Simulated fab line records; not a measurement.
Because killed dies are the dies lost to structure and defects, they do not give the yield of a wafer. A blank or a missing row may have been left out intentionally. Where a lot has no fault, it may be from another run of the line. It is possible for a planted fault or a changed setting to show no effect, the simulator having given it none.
Chamber matching	flow nand-harc	NHARC_A_M0_DEP_32 on pecvd-04: 3 sister chambers
The step deposits SiCN, target thk 30 nm. 3 wafers are shown with their chamber, then 10 later ones without.

WAFERS PAIRED WITH THEIR CHAMBERS
wafer	chamber	heater-power-w (W)
L092.5	0	564
L096.1	2	466
L096.3	1	697

WAFERS WITH NO CHAMBER GIVEN
wafer	heater-power-w (W)
L096.4	472
L094.2	748
L094.3	544
L094.4	743
L095.2	755
L095.4	593
L095.5	750
L097.3	760
L097.4	624
L097.6	756

THE CHAMBER EACH PASSED THROUGH
wafer	from the rows above	in truth
L096.4	can't be placed: 2 or 0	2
L094.2	1	1
L094.3	can't be placed: 0 or 2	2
L094.4	1	1
L095.2	1	1
L095.4	can't be placed: 0 or 1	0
L095.5	1	1
L097.3	1	1
L097.4	can't be placed: 0 or 1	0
L097.6	1	1
Correctly placed: 6 of 10. Not placeable from these rows: 4 (in 4, the candidates include the true chamber). Placed wrongly: 0.
How it was worked out, from the rows above alone: a wafer's distance from a chamber is the root of the sum, over the readings, of the square of ((its reading less the chamber's mean) divided by the reading's scatter). If the next closest chamber is less than 2 further off than the closest, the wafer can't be placed; otherwise it belongs to the closest. Each chamber's mean is taken over the wafers shown for it. The scatter: root of mean squared gap, hidden wafer to nearest shown wafer, with one shown wafer a chamber.
